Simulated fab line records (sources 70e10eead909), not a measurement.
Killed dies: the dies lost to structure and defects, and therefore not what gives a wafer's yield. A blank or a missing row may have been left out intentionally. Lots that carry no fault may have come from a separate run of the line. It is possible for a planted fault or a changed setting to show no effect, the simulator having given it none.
Which tool is to blame?    flow nand-harc    18 wafers from 6 lots sampled at 5 of the route's 1302 steps

== WHAT THE GAUGES READ, wafer by wafer ==
NHARC_END_SORT_01.
lot   measured      on         killed-at-array
L301  day 25 22:43  prober-02  673 676 674
L310  day 28 20:31  prober-02  40 41 42
L311  day 30 11:25  prober-01  47 60 63
L314  day 30 19:20  prober-01  31 28 15
L319  day 33 05:41  prober-02  45 39 27
L321  day 33 21:40  prober-01  43 37 50

== WHAT TOOL EACH LOT RAN ON (gives the tool, then ch and the chambers of the sampled wafers, and finally the start) ==
lot   NHARC_A_STAIRCASE_DEP_301        NHARC_A_STAIRCASE_HM_OPEN_463                  NHARC_A_STAIRCASE_ETCH_315          NHARC_A_STAIRCASE_STRIP_316
L301  pecvd-03 ch 1,2, day 18 10:44    rie-diel-05 ch 0,1,3, day 18 14:58 or earlier  rie-diel-05 ch 1,2,3, day 18 14:58  rie-diel-05 ch 1,2,3, day 25 22:43 or earlier
L310  pecvd-04 ch 0,1,2, day 21 12:41  rie-diel-04 ch 1,2,3, day 21 14:20 or earlier  rie-diel-04 ch 0,1,2, day 21 14:20  rie-diel-04 ch 0,1,2, day 28 20:31 or earlier
L311  pecvd-04 ch 0,1, day 22 20:14    rie-diel-05 ch 1,2,3, day 22 21:46 or earlier  rie-diel-05 ch 0,1, day 22 21:46    rie-diel-05 ch 0,3, day 30 11:25 or earlier
L314  pecvd-03 ch 0,1, day 23 16:08    rie-diel-05 ch 2,3, day 23 17:41 or earlier    rie-diel-05 ch 1,2, day 23 17:41    rie-diel-05 ch 0,1,3, day 30 19:20 or earlier
L319  pecvd-04 ch 1,2, day 25 12:16    rie-diel-10 ch 0,1,3, day 25 14:02 or earlier  rie-diel-10 ch 1,2,3, day 25 14:02  rie-diel-10 ch 0,3, day 33 05:41 or earlier
L321  pecvd-02 ch 0,1,2, day 26 10:32  rie-diel-04 ch 0,1,2, day 26 12:10 or earlier  rie-diel-04 ch 0,1, day 26 12:10    rie-diel-04 ch 0,1,2, day 33 21:40 or earlier
- NHARC_A_STAIRCASE_DEP_301: deposits SiON, target thk 30 nm.
- NHARC_A_STAIRCASE_HM_OPEN_463: chemistry O2/COS.
- NHARC_A_STAIRCASE_ETCH_315: etches the open film in C4F8/O2/Ar, target depth 2500 nm, time 607.1 s.
- NHARC_A_STAIRCASE_STRIP_316: strips in O2.

== THE ANSWER, worked out from the rows above alone ==
Rule: usual is defined by the lots themselves. The widest of any qualifying gaps counts: lots, ordered by their means at a reading, are off when they make up no more than a third of the lots, leave a main group of 4 or more, and stand apart from it by 3 or more times the standard deviation of that group's means. A main group is skipped when, at the precision printed for the reading in the tables above, its means are all equal. A lot without any number at a reading at which 4 lots or more have one is off too. The other lots that the step has rows for count as sound.
Off: L301 (NHARC_END_SORT_01, killed-at-array). The main group has a mean of 41 with a standard deviation of 10.
If a tool, at a process step before that reading, ran all the lots that are off and no sound lot after the first of them, it fits. Gauges at NHARC_END_SORT_01: tried the same way as those tools. With no start given for some of its lots, NHARC_A_STAIRCASE_HM_OPEN_463 uses the hours and lot order of NHARC_A_STAIRCASE_ETCH_315. With no start given for some of its lots, NHARC_A_STAIRCASE_STRIP_316 uses the hours and lot order of NHARC_END_SORT_01. Not one of the candidates tried fits.

== WHAT HAD BEEN PUT IN BY THE SIMULATOR ==
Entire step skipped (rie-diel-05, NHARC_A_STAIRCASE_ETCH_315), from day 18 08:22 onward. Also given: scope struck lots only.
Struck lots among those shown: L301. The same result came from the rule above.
